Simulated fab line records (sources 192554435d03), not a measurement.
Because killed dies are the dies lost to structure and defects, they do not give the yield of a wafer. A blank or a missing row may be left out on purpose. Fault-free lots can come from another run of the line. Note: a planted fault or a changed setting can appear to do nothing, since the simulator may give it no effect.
Problem report, 8D (eight disciplines) form, completed by code ; flow n5-finfet ; the parts of the form that need people (team, actions taken, sign-off) are left out

== 1. THE PROBLEM ==
Mean of raw-defect-count at N5_BEOL_M1_INSPECT_59: 596 across 6 wafers in 2 lots; on wafers with no fault it is 76 (standard deviation 23). Relative to the usual mean, that is a shift of +23 standard deviations.
The step: inspects for defects (darkfield).
Seen first at day 9 01:14 on defect-inspect-01, wafer L622.1. The record has a number at this step for 29 wafers belonging to 10 lots. The rule behind "out" and "out of limits": a value lying over 4 standard deviations away from the usual mean. All remaining wafers that have a number are taken as sound.

== 2. WHAT IT IS; WHAT IT IS NOT ==
question;is;is not
which readings at this step;raw-defect-count;-
which lots;L622, L624;L612, L613, L617, L619, L623, L625, L634, L635
which wafers of those lots;all that have a number;-
read on which gauges;defect-inspect-01, defect-inspect-02;-
when;from day 9 01:14;"up to then (12 sound wafers); but 11 sound wafers of L623, L625, L634, L635 came after"

== 3. THE SUSPECTS, EACH WITH WHAT RULES IT OUT ==
Counting: a tool stays on the suspect list if, at a process step up to the reading, it processed all lots that are out and no sound lot following the first of them.
- the gauge at N5_BEOL_M1_INSPECT_59 has been ruled out. The wafers that are out were read on 2 gauges (defect-inspect-01, defect-inspect-02).
- pvd-sputter-01 at N5_BEOL_M1_ANNEAL_91 (time 240 s): ruled out as a lasting fault. After its first lot that is out, L622 (day 8 23:27), sound lots L623, L634 ran on it.
- pecvd-04 at N5_BEOL_M1_PRE_CLEAN_56 (time 15 s): kept. It ran every lot that is out, first L622 (day 9 01:07), and no sound lot after that; its last sound lot up to then is L619 (day 8 04:12).
Left after counting: pecvd-04 at N5_BEOL_M1_PRE_CLEAN_56.

== 4. THE CAUSE (what the simulator had put in) ==
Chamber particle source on pecvd-04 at N5_BEOL_M1_PRE_CLEAN_56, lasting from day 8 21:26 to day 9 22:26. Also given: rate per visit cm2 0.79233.
This tool alone remained once counting was done.

== 5. THE CHAIN OF EFFECTS, in route order ==
Each row: a reading where the mean over the struck wafers with a number is more than 3 standard deviations away from the usual. Only readings whose record carries a usual standard deviation are examined. hours: median over the lots of the time between each lot's start at the first step of this table that gives one and its start at this step. sigmas: the change, counted in usual standard deviations.
hours;step;reading;usual;on struck wafers;change;sigmas
0;N5_BEOL_M1_INSPECT_59;raw-defect-count;76;596;+520;+23
3;N5_BEOL_M2_INSPECT_13;raw-defect-count;452;966;+514;+5.4
170;N5_PASSIVATION_PROBE_49;defect-limited-yield;91.0 %;83.6;-7.4;-4.9
170;N5_PASSIVATION_PROBE_49;killed_at_M0_to_M3;35;126;+91;+8.2
170;N5_PASSIVATION_PROBE_49;killed-dies;106;194;+88;+4.9
170;N5_PASSIVATION_PROBE_49;sort_bin_5_function;5.2 %;10.4;+5.2;+5.5
170;N5_PASSIVATION_PROBE_49;sort-n-pass;1074;986;-88;-4.9
170;N5_PASSIVATION_PROBE_49;sort-yield-pct;91.0 %;83.6;-7.4;-4.9
Here are the process steps it includes:
- N5_PASSIVATION_PROBE_49
Later steps that measure or inspect, where all struck wafers having a row at the step show a number for every such reading and not one has moved that far: N5_BEOL_M4_RC_MEAS_101.

== 6. WHAT WOULD HAVE CAUGHT IT SOONER ==
Counted from the fault's start at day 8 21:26, it took 4 hours until the first out-of-limits reading at a measuring or inspecting step in this record, taken at day 9 01:14.
Among the 2 lots that are out, L624 began N5_BEOL_M1_PRE_CLEAN_56 on pecvd-04 after day 9 01:14. A tool hold placed at that time would have kept it from harm.
